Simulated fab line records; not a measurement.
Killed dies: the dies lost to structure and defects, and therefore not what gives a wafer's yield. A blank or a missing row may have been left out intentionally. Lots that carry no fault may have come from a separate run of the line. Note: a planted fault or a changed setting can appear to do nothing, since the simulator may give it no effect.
fab line records ; flow n5Finfet
[record] lots = 5; wafers = 14; lastDay = 19
route steps=1938 shown BEOL_M7@1308 PASSIVATION@1936
lots untouched by any fault: they come from a run of this same line in which no faults occurred
startH: hours from the record's first day to the start of the lot's first wafer shown ; waitH: time in hours since the lot's previous step ; " as in the row above ; L1.1+2: several wafers, shown together as one row ; - no value, or no start was given ; * or withheld: withheld ; < > ~ a bound
route shown NAME@n: NAME is a module with steps in the file, n the number in the route of the first one ; usual: mean and standard deviation over wafers with no fault ; same: alike in all rows ; chamber/n: place in a boat ; sites: each site's reading ; _std_site: their standard deviation ; _edge_site: mean of outer sites minus mean of inner sites ; radiusMm: how far each site lies from the wafer's centre ; mask NAME#n: copy n ; behind: the last tool/chamber to shape the wafer ; hold: the reason the lot was held/the length of the hold in hours/how it ended ; device: the n, p or np transistor that did not switch ; end of line: the route-end tests of the same wafers ; step lacking rows: just its recipe ; killed: count of dies lost to structure and defects at first sort (not the wafer's yield) ; map: shows each die of a wafer: x if killed, . if not, _ if none is there
set.NAME: the setting that was run; set.NAME@STEP: the one run at that earlier step ; model.NAME: the simulator's own value behind a step, which no gauge read
lots at some steps of the route; a table a step, a row a wafer
services: from which hour (startH, from the record's first day; less than 0 if before it) a tool's chamber was out of use, for how many hours, and why
[[steps]]
[step N5_BEOL_M7_TRENCH_ETCH_37]
[recipe] chemistry = C4F6/O2; targetDepthA = 934.78; target = SiCOH_lowk; timeS = 31.2; ionEnergyEv = 250; pressureMtorr = 30; sourceW = 345; biasW = 185; Ar_flow_sccm = 300; C4F6_flow_sccm = 10; O2_flow_sccm = 10
[usual] biasW = 185.0/0.48; drypumpMotorCurrentA = 6.1/0.47; oesProductAu = 0.76/0.086; rfVppV = 670/11; showerheadPlenumPTorr = 2.84/0.09; throttleValvePct = 20.94/0.26
lot.wafer;tool;chamber;startH;waitH;biasW;drypumpMotorCurrentA;oesProductAu;rfHoursCounterH;rfVppV;showerheadPlenumPTorr;throttleValvePct
L652.2;rieDiel-05;3;-;-;185.4;5.2;0.73;209;657;2.85;21.08
L652.5;rieDiel-05;2;-;-;184.9;6.7;0.69;-;650;2.81;20.90
L652.6;rieDiel-05;3;-;-;185.8;5.2;0.72;-;658;2.85;21.09
L657.1;rieDiel-02;0;-;-;185.3;6.5;0.72;175;682;2.84;21.27
L657.2;rieDiel-02;1;-;-;185.3;5.7;0.68;199;668;2.93;20.94
L657.3;rieDiel-02;2;-;-;184.9;5.8;0.68;242;655;2.81;21.08
L661.2;rieDiel-02;3;-;-;185.0;6.5;0.75;150;653;2.71;21.02
L661.6;rieDiel-02;3;-;-;184.9;6.5;0.74;-;654;2.71;21.03
L669.1;rieDiel-06;1;-;-;185.2;5.8;0.72;195;677;2.71;20.64
L669.4;rieDiel-06;0;-;-;184.1;6.4;0.83;-;670;2.89;20.81
L669.6;rieDiel-06;3;-;-;185.1;5.6;0.70;-;685;2.93;21.22
L668.1;rieDiel-05;0;-;-;184.4;6.0;0.82;67;670;2.87;20.46
L668.2;rieDiel-05;0;-;-;185.7;6.0;0.83;-;672;2.87;20.48
L668.6;rieDiel-05;0;-;-;184.7;6.0;0.82;-;672;2.87;20.48
[step N5_BEOL_M7_ETCH_41]
[recipe] chemistry = CH3F/O2; target = SiCN; targetDepthA = 319; taperDeg = 2; timeS = 57.8; ionEnergyEv = 120; maskMaterial = TiN; pressureMtorr = 30; sourceW = 395; biasW = 75; Ar_flow_sccm = 150; CH3F_flow_sccm = 30; O2_flow_sccm = 20
[usual] CH3F_flow_sccm = 29.99/0.092; biasW = 74.96/0.22; drypumpMotorCurrentA = 6.1/0.47; oesProductAu = 0.76/0.087; rfVppV = 297.3/1.5; showerheadPlenumPTorr = 1.99/0.066; throttleValvePct = 16.34/0.26
lot.wafer;tool;chamber;startH;waitH;CH3F_flow_sccm;biasW;drypumpMotorCurrentA;oesProductAu;rfHoursCounterH;rfVppV;showerheadPlenumPTorr;throttleValvePct
L652.2;rieDiel-05;3;-;-;29.94;74.65;5.2;0.71;209;297.8;2.00;16.50
L652.5;rieDiel-05;2;-;-;30.15;75.11;6.7;0.69;-;296.6;1.97;16.36
L652.6;rieDiel-05;3;-;-;29.97;74.75;5.2;0.71;-;296.6;2.00;16.47
L657.1;rieDiel-02;0;-;-;29.90;75.12;6.5;0.73;175;296.9;1.99;16.64
L657.2;rieDiel-02;1;-;-;29.90;75.02;5.7;0.69;199;298.9;2.06;16.36
L657.3;rieDiel-02;2;-;-;30.04;75.26;5.9;0.68;242;297.7;1.97;16.53
L661.2;rieDiel-02;3;-;-;30.13;74.60;6.5;0.74;150;296.5;1.90;16.46
L661.6;rieDiel-02;3;-;-;30.04;74.62;6.5;0.75;-;297.2;1.90;16.47
L669.1;rieDiel-06;1;-;-;30.02;74.99;5.8;0.71;195;295.5;1.90;16.16
L669.4;rieDiel-06;0;-;-;30.01;74.86;6.4;0.83;-;297.0;2.03;16.17
L669.6;rieDiel-06;3;-;-;30.08;74.99;5.6;0.69;-;297.7;2.06;16.59
L668.1;rieDiel-05;0;-;-;29.92;74.93;5.9;0.83;67;297.5;2.02;15.89
L668.2;rieDiel-05;0;-;-;29.97;75.06;6.0;0.83;-;297.9;2.02;15.89
L668.6;rieDiel-05;0;-;-;29.94;75.19;5.9;0.82;-;298.0;2.02;15.89
[step N5_BEOL_M7_STRIP_80]
[recipe] chemistry = N2/H2; timeS = 10; powerW = 450; tempC = 40; pressureMtorr = 20; rfFrequencyHz = 6e+07; biasPowerW = 7; n2FlowSccm = 200; h2FlowSccm = 200
[usual] drypumpMotorCurrentA = 6.1/0.47; oesProductAu = 0.76/0.087; rfVppV = 59.1/0.93; showerheadPlenumPTorr = 2.53/0.077; throttleValvePct = 23.72/0.28
lot.wafer;tool;chamber;startH;waitH;drypumpMotorCurrentA;oesProductAu;rfHoursCounterH;rfVppV;showerheadPlenumPTorr;throttleValvePct
L652.2;rieDiel-05;3;-;-;5.2;0.72;209;58.5;2.51;23.69
L652.5;rieDiel-05;2;-;-;6.7;0.69;-;58.9;2.51;23.54
L652.6;rieDiel-05;3;-;-;5.2;0.72;-;58.3;2.51;23.71
L657.1;rieDiel-02;0;-;-;6.5;0.71;175;60.0;2.53;24.00
L657.2;rieDiel-02;1;-;-;5.7;0.67;199;58.1;2.62;23.74
L657.3;rieDiel-02;2;-;-;5.8;0.67;242;56.3;2.50;23.58
L661.2;rieDiel-02;3;-;-;6.6;0.75;150;59.8;2.43;24.17
L661.6;rieDiel-02;3;-;-;6.5;0.76;-;59.0;2.43;24.16
L669.1;rieDiel-06;1;-;-;5.8;0.72;195;60.0;2.43;23.49
L669.4;rieDiel-06;0;-;-;6.4;0.84;-;59.8;2.56;23.64
L669.6;rieDiel-06;3;-;-;5.6;0.68;-;59.6;2.61;23.88
L668.1;rieDiel-05;0;-;-;6.0;0.83;67;58.9;2.57;23.25
L668.2;rieDiel-05;0;-;-;6.0;0.84;-;59.4;2.57;23.26
L668.6;rieDiel-05;0;-;-;6.0;0.84;-;59.6;2.57;23.27
[step N5_BEOL_M7_OCD_MEAS_38]
[usual] trenchDepthNm = 93.1/2.2
lot.wafer;tool;chamber;startH;waitH;trenchDepthNm
L652.2;ocd-01;-;227.65;-;93.1
L652.5;ocd-01;-;227.65;-;92.6
L652.6;ocd-01;-;227.65;-;92.6
L657.1;ocd-02;-;269.81;-;93.5
L657.2;ocd-02;-;269.81;-;89.9
L657.3;ocd-02;-;269.81;-;93.2
L661.2;ocd-01;-;315.25;-;92.4
L661.6;ocd-01;-;315.25;-;91.1
L669.1;ocd-01;-;369.97;-;91.6
L669.4;ocd-01;-;369.97;-;96.8
L669.6;ocd-01;-;369.97;-;95.5
L668.1;ocd-01;-;371.42;-;94.0
L668.2;ocd-01;-;371.42;-;94.7
L668.6;ocd-01;-;371.42;-;94.3
[step N5_BEOL_M7_HM_STRIP_39]
[recipe] chemistry = peroxideTinStrip; material = TiN; targetDepthA = 250; tempC = 50; timeS = 158
[step N5_BEOL_M7_SRD_40]
[recipe] timeS = 30; tempC = 23; rinseLiquid = diw; dry = ipaMarangoni
[step N5_BEOL_M7_PRECLEAN_42]
[recipe] chemistry = residueRemover; timeS = 60; tempC = 40
[step N5_BEOL_M7_SRD_43]
[recipe] timeS = 30; tempC = 23; rinseLiquid = diw; dry = ipaMarangoni
[step N5_BEOL_M7_CD_MEAS_35]
[recipe] targetCdNm = 40; polarity = opening
[usual] cdNm = 40.0/0.54
lot.wafer;tool;chamber;startH;waitH;cdNm
L652.2;cdSem-03;-;227.80;0.0;39.6
L652.5;cdSem-03;-;227.80;0.0;40.7
L652.6;cdSem-03;-;227.80;0.0;40.0
L657.1;cdSem-01;-;269.96;0.0;40.3
L657.2;cdSem-01;-;269.96;0.0;39.9
L657.3;cdSem-01;-;269.96;0.0;40.3
L661.2;cdSem-01;-;315.50;0.0;39.3
L661.6;cdSem-01;-;315.50;0.0;39.8
L669.1;cdSem-01;-;370.13;0.0;40.4
L669.4;cdSem-01;-;370.13;0.0;40.1
L669.6;cdSem-01;-;370.13;0.0;39.9
L668.1;cdSem-01;-;371.57;0.0;40.1
L668.2;cdSem-01;-;371.57;0.0;39.7
L668.6;cdSem-01;-;371.57;0.0;40.8
[step N5_BEOL_M7_CURE_75]
[recipe] tempC = 370; timeS = 120; ambient = DMADMS/He; material = SiCOH_lowk
[step N5_BEOL_M7_DEGAS_44]
[recipe] ambient = vacuum; tempC = 250; timeS = 60
[usual] heaterPowerW = 340/22
lot.wafer;tool;chamber;startH;waitH;heaterPowerW
L652.2;pvdSputter-01;-;228.20;0.2;347
L652.5;pvdSputter-01;-;228.20;0.2;351
L652.6;pvdSputter-01;-;228.20;0.2;341
L657.1;pvdSputter-01;-;270.33;0.3;318
L657.2;pvdSputter-01;-;270.33;0.3;338
L657.3;pvdSputter-01;-;270.33;0.3;344
L661.2;pvdSputter-01;-;316.04;0.4;319
L661.6;pvdSputter-01;-;316.04;0.4;313
L669.1;pvdSputter-01;-;370.50;0.3;343
L669.4;pvdSputter-01;-;370.50;0.3;364
L669.6;pvdSputter-01;-;370.50;0.3;337
L668.1;pvdSputter-03;-;373.35;1.7;361
L668.2;pvdSputter-03;-;373.35;1.7;338
L668.6;pvdSputter-03;-;373.35;1.7;324
[step N5_BEOL_M7_PRE_CLEAN_45]
[recipe] gas = H2/He; timeS = 30; tempC = 250
[step N5_BEOL_M7_ALD_77]
[recipe] material = TaN; targetThkA = 20; tempC = 275; aldPrecursorFamily = PDMAT; aldCoReactant = NH3; pressureTorr = 3; carrierFlowSccm = 1500; pulseTimeS = 2; purgeTimeS = 3; coReactantPurgeTimeS = 2; coReactantPulseTimeS = 3; aldCycles = 40; precursorVesselTempC = 75; precursorVesselPressureTorr = 26.25; precursorVesselCarrierSccm = 1000
[usual] aldCycles = 40/0; heaterPowerOuterW = 223/25; heaterPowerW = 408/42
[same] coReactantPulseTimeS = 3
lot.wafer;tool;chamber;startH;waitH;aldCycles;heaterPowerOuterW;heaterPowerW
L652.2;aldMetal-02;3;228.53;0.3;40;218;426
L652.5;aldMetal-02;2;228.53;0.3;40;232;452
L652.6;aldMetal-02;1;228.53;0.3;40;230;425
L657.1;aldMetal-04;2;270.44;0.1;40;234;423
L657.2;aldMetal-04;3;270.44;0.1;40;204;366
L657.3;aldMetal-04;1;270.44;0.1;40;222;393
L661.2;aldMetal-04;0;316.14;0.0;35;200;356
L661.6;aldMetal-04;1;316.14;0.0;40;221;385
L669.1;aldMetal-01;2;370.61;0.0;40;224;386
L669.4;aldMetal-01;3;370.61;0.0;40;199;375
L669.6;aldMetal-01;1;370.61;0.0;40;214;396
L668.1;aldMetal-01;1;373.45;0.0;40;221;384
L668.2;aldMetal-01;0;373.45;0.0;40;259;479
L668.6;aldMetal-01;2;373.45;0.0;40;222;407
[step N5_BEOL_M7_SURFACE_TREAT_79]
[recipe] gas = Ar; timeS = *; ionEnergyEv = *; ionCurrentMaCm2 = 0.5; pressureMtorr = *; arFlowSccm = 30
[usual] throttleValvePct = *
lot.wafer;tool;chamber;startH;waitH;throttleValvePct
L652.2;pvdSputter-03;-;229.70;1.0;*
L652.5;pvdSputter-03;-;229.70;1.0;*
L652.6;pvdSputter-03;-;229.70;1.0;*
L657.1;pvdSputter-01;-;270.73;0.2;*
L657.2;pvdSputter-01;-;270.73;0.2;*
L657.3;pvdSputter-01;-;270.73;0.2;*
L661.2;pvdSputter-01;-;316.48;0.2;*
L661.6;pvdSputter-01;-;316.48;0.2;*
L669.1;pvdSputter-03;-;372.55;1.8;*
L669.4;pvdSputter-03;-;372.55;1.8;*
L669.6;pvdSputter-03;-;372.55;1.8;*
L668.1;pvdSputter-03;-;373.77;0.2;*
L668.2;pvdSputter-03;-;373.77;0.2;*
L668.6;pvdSputter-03;-;373.77;0.2;*
[step N5_PASSIVATION_PROBE_49]
[usual] defectLimitedYield = 91.3/1.4; killed_at_M0_to_M3 = 33/11; killed_at_M4_up = 15/6.2; killedAtContacts = 13/6.5; killedAtFrontEnd = 38/11; killedAtOther = 3.4/2.6; killedDies = 102/17; killedOpen = 67/12; killedShort = 34/7.9; sort_bin_5_function = 5.1/0.88; sort_bin_6_memory = 3.3/0.65; sort_bin_8_speed = 0.00/0.0099; sortNPass = 1078/17; sortYieldPct = 91.3/1.4
[same] grossDies = 1180; killedAtBackSide = 0; sort_bin_4_leakage[%] = 0
lot.wafer;tool;chamber;startH;waitH;defectLimitedYield[%];killed_at_M0_to_M3;killed_at_M4_up;killedAtContacts;killedAtFrontEnd;killedAtOther;killedDies;killedOpen;killedShort;sort_bin_5_function[%];sort_bin_6_memory[%];sort_bin_8_speed[%];sortNPass;sortYieldPct[%]
L652.2;prober-01;-;304.41;0.1;92.5;34;16;7;30;2;89;56;28;4.0;3.1;0;1091;92.5
L652.5;prober-01;-;304.56;0.2;92.9;36;6;5;33;4;84;52;30;4.6;2.1;0;1096;92.9
L652.6;prober-01;-;304.61;0.3;91.4;34;14;11;40;3;102;81;20;5.2;3.1;0.08;1078;91.4
L657.1;prober-02;-;351.36;0.0;90.2;45;20;16;34;1;116;79;37;6.1;3.5;0;1064;90.2
L657.2;prober-02;-;351.41;0.1;92.3;31;17;5;37;1;91;56;34;4.7;2.7;0;1089;92.3
L657.3;prober-02;-;351.46;0.1;92.9;27;13;10;34;0;84;55;29;3.6;3.3;0;1096;92.9
L661.2;prober-01;-;391.92;0.1;91.6;31;15;9;43;1;99;67;30;5.3;2.9;0;1081;91.6
L661.6;prober-01;-;392.12;0.3;93.9;23;15;8;22;4;72;55;17;3.9;2.1;0;1108;93.9
L669.1;prober-01;-;455.29;0.0;89.4;45;20;11;44;5;125;87;37;6.1;4.3;0;1055;89.4
L669.4;prober-01;-;455.44;0.2;89.9;36;30;8;41;4;119;94;25;5.9;4.1;0;1061;89.9
L669.6;prober-01;-;455.54;0.3;87.7;38;29;19;55;4;145;86;59;7.4;4.1;0;1035;87.7
L668.1;prober-02;-;455.74;0.0;91.3;33;26;13;28;3;103;75;25;4.6;3.9;0;1077;91.3
L668.2;prober-02;-;455.79;0.1;91.1;37;23;5;37;3;105;71;32;5.3;3.4;0;1075;91.1
L668.6;prober-02;-;455.99;0.3;94.2;22;17;6;23;0;68;46;19;3.5;2.2;0;1112;94.2
// killed by level:class
L652.2 BEOL_M3:geometricParticle:open=13 BEOL_M2:geometricParticle:open=8 MOL_CONTACT_COAG:geometricParticle:open=7 STI_FIN_REVEAL:geometricParticle:open=6 GATE_CUT:geometricParticle:short=6 DUMMY_GATE:geometricParticle:open=5 BEOL_M0_SAQP:geometricParticle:open=4 DUMMY_GATE:geometricParticle:short=3
L652.5 BEOL_M0_SAQP:geometricParticle:open=14 BEOL_M0_SAQP:geometricParticle:short=13 DUMMY_GATE:geometricParticle:open=8 STI_FIN_REVEAL:geometricParticle:open=7 STARTING-WAFER:geometricParticle:short=6 GATE_CUT:geometricParticle:short=5 MOL_CONTACT_COAG:geometricParticle:open=4 BEOL_M3:geometricParticle:open=4
L652.6 STI_FIN_REVEAL:geometricParticle:open=14 MOL_CONTACT_COAG:geometricParticle:open=10 BEOL_M0_SAQP:geometricParticle:open=8 DUMMY_GATE:geometricParticle:open=7 BEOL_M0_SAQP:geometricParticle:short=6 BEOL_M0:geometricParticle:open=6 BEOL_M2:geometricParticle:open=5 BEOL_M3:geometricParticle:open=5
L657.1 MOL_CONTACT_COAG:geometricParticle:open=16 BEOL_M0_SAQP:geometricParticle:short=14 BEOL_M4:geometricParticle:open=12 BEOL_M0_SAQP:geometricParticle:open=11 BEOL_M3:geometricParticle:open=8 FIN_SAQP:geometricParticle:open=6 STI_FIN_REVEAL:geometricParticle:open=6 ILD0:geometricParticle:short=6
L657.2 FIN_SAQP:geometricParticle:open=12 BEOL_M0_SAQP:geometricParticle:short=10 FIN_SAQP:geometricParticle:short=8 BEOL_M0_SAQP:geometricParticle:open=8 BEOL_M4:geometricParticle:open=7 BEOL_M3:geometricParticle:open=6 ILD0:geometricParticle:open=4 MOL_CONTACT_COAG:geometricParticle:open=4
L657.3 BEOL_M0_SAQP:geometricParticle:short=10 BEOL_M4:geometricParticle:open=9 MOL_CONTACT_COAG:geometricParticle:open=8 STI_FIN_REVEAL:geometricParticle:open=7 BEOL_M3:geometricParticle:open=6 FIN_SAQP:geometricParticle:open=5 ILD0:geometricParticle:open=5 FIN_SAQP:geometricParticle:short=4
L661.2 STI_FIN_REVEAL:geometricParticle:open=11 FIN_SAQP:geometricParticle:short=7 GATE_CUT:geometricParticle:short=7 MOL_CONTACT_COAG:geometricParticle:open=7 FIN_SAQP:geometricParticle:open=6 BEOL_M0_SAQP:geometricParticle:open=6 BEOL_M1:geometricParticle:open=6 BEOL_M3:geometricParticle:open=6
L661.6 MOL_CONTACT_COAG:geometricParticle:open=8 BEOL_M4:geometricParticle:open=7 BEOL_M0_SAQP:geometricParticle:open=6 BEOL_M1:geometricParticle:open=6 STI_FIN_REVEAL:geometricParticle:open=5 BEOL_M5:geometricParticle:open=4 FIN_SAQP:geometricParticle:short=3 BEOL_M0_SAQP:geometricParticle:short=3
L669.1 FIN_SAQP:geometricParticle:open=16 BEOL_M3:geometricParticle:open=14 BEOL_M4:geometricParticle:open=11 BEOL_M2:geometricParticle:open=10 MOL_CONTACT_COAG:geometricParticle:open=9 FIN_SAQP:geometricParticle:short=6 STI_FIN_REVEAL:geometricParticle:open=6 BEOL_M0_SAQP:geometricParticle:open=6
L669.4 BEOL_M4:geometricParticle:open=20 BEOL_M2:geometricParticle:open=11 FIN_SAQP:geometricParticle:open=9 BEOL_M1:geometricParticle:open=9 MOL_CONTACT_COAG:geometricParticle:open=8 STI_FIN_REVEAL:geometricParticle:open=6 DUMMY_GATE:geometricParticle:open=6 FIN_SAQP:geometricParticle:short=5
L669.6 BEOL_M4:geometricParticle:open=18 GATE_CUT:geometricParticle:short=14 MOL_CONTACT_COAG:geometricParticle:open=11 BEOL_M1:geometricParticle:short=9 FIN_SAQP:geometricParticle:short=8 MOL_CONTACT_COAG:geometricParticle:short=8 BEOL_M3:geometricParticle:open=8 BEOL_M0_SAQP:geometricParticle:open=7
L668.1 BEOL_M4:geometricParticle:open=16 MOL_CONTACT_COAG:geometricParticle:open=12 FIN_SAQP:geometricParticle:open=8 BEOL_M0_SAQP:geometricParticle:open=8 BEOL_M0_SAQP:geometricParticle:short=6 STARTING-WAFER:geometricParticle:open=6 DUMMY_GATE:geometricParticle:open=5 BEOL_M3:geometricParticle:open=4
L668.2 FIN_SAQP:geometricParticle:open=15 BEOL_M4:geometricParticle:open=12 BEOL_M3:geometricParticle:open=7 BEOL_M0_SAQP:geometricParticle:open=6 BEOL_M2:geometricParticle:open=5 MOL_CONTACT_COAG:geometricParticle:open=5 BEOL_M0:geometricParticle:open=5 FIN_SAQP:geometricParticle:short=4
L668.6 FIN_SAQP:geometricParticle:open=6 BEOL_M0_SAQP:geometricParticle:short=6 BEOL_M4:geometricParticle:open=6 MOL_CONTACT_COAG:geometricParticle:open=5 BEOL_M1:geometricParticle:open=5 BEOL_M5:geometricParticle:open=5 DUMMY_GATE:geometricParticle:open=4 BEOL_M2:geometricParticle:open=4
[[services]]
tool;chamber;startH;hours;kind
aldMetal-02;-;203.60;0.8;repair
rieDiel-06;3;216.58;5.0;repair
aldMetal-01;-;220.67;1.1;repair
aldMetal-02;-;233.34;1.0;repair
rieDiel-06;1;240.99;8.6;repair
rieDiel-05;2;250.56;-;clean
rieDiel-05;2;250.56;-;consumableReplace:focusRing
rieDiel-05;2;250.56;17.4;scheduledDown
rieDiel-05;2;250.56;17.4;ventCycle
aldMetal-02;-;268.63;1.1;repair
rieDiel-02;2;299.96;-;clean
rieDiel-02;2;299.96;-;consumableReplace:focusRing
aldMetal-02;-;308.73;8.7;pm
aldMetal-04;-;318.09;1.4;repair
rieDiel-06;1;319.92;6.7;repair
aldMetal-02;-;325.33;2.8;pm
aldMetal-04;-;337.48;14.0;pm
rieDiel-06;3;357.07;4.4;repair
rieDiel-05;3;357.31;-;clean
rieDiel-05;3;357.31;-;consumableReplace:focusRing
rieDiel-05;3;357.31;14.6;scheduledDown
rieDiel-05;3;357.31;14.6;ventCycle
rieDiel-05;2;361.93;29.1;repair
pvdSputter-01;-;370.77;4.7;repair
[[key]]
[firstSign] step = N5_BEOL_M7_ALD_77; reading = aldCycles; direction = down; sigmas = 99+; usual = *; struck = *
effect none on later readings
metAt N5_BEOL_M7_ALD_77
struckWafers L661.2
onsetBetween 270.44 316.14
[fault] kind = processParameterDrift; tool = aldMetal-04; chamber = -; onsetH = 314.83; steps = N5_BEOL_M7_ALD_77; channel = aldCycles; offset = *; shape = step; endH = 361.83; scope = struckWafersOnly; actsIn = *; stated = *
